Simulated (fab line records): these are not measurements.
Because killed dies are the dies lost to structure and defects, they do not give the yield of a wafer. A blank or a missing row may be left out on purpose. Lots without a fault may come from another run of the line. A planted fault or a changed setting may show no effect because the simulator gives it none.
Chamber matching ; flow nand_harc ; NHARC_A_CONTACT_DEP_29 on pecvd-04: 3 sister chambers
The step deposits SiON, target thk 70 nm. 3 wafers are shown with their chamber, then 11 later ones without.

== WAFERS PAIRED WITH THEIR CHAMBERS ==
wafer;chamber;showerhead_vpp_V (V)
L086.6;2;1183
L087.3;0;1285
L090.4;1;1148

== WAFERS WITHOUT THEIR CHAMBER ==
wafer;showerhead_vpp_V (V)
L090.5;1171
L090.6;1283
L093.1;1177
L093.3;1283
L093.4;1307
L094.4;1140
L094.5;1197
L094.6;1283
L097.1;1113
L097.2;1274
L097.4;1175

== WHICH CHAMBER EACH WENT THROUGH ==
wafer;from the rows above;in truth
L090.5;can't be placed: 2 or 1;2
L090.6;0;0
L093.1;can't be placed: 2 or 1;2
L093.3;0;0
L093.4;0;0
L094.4;1;1
L094.5;2;2
L094.6;0;0
L097.1;1;1
L097.2;0;0
L097.4;can't be placed: 2 or 1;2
8 of 11 placed correctly. Can't be placed from these rows: 3 (the true chamber is among the candidates in 3). Wrongly placed: 0.
How it was worked out, from the rows above alone: a wafer's distance from a chamber is the root of the sum, over the readings, of the square of ((its reading less the chamber's mean) divided by the reading's scatter). The wafer belongs to the nearest chamber; if the next one is less than 2 further off, it can't be placed. The mean given for a chamber averages the wafers shown for that chamber. The scatter: with one shown wafer a chamber, the root of the mean of the squares of how far each hidden wafer lies from its nearest shown one.
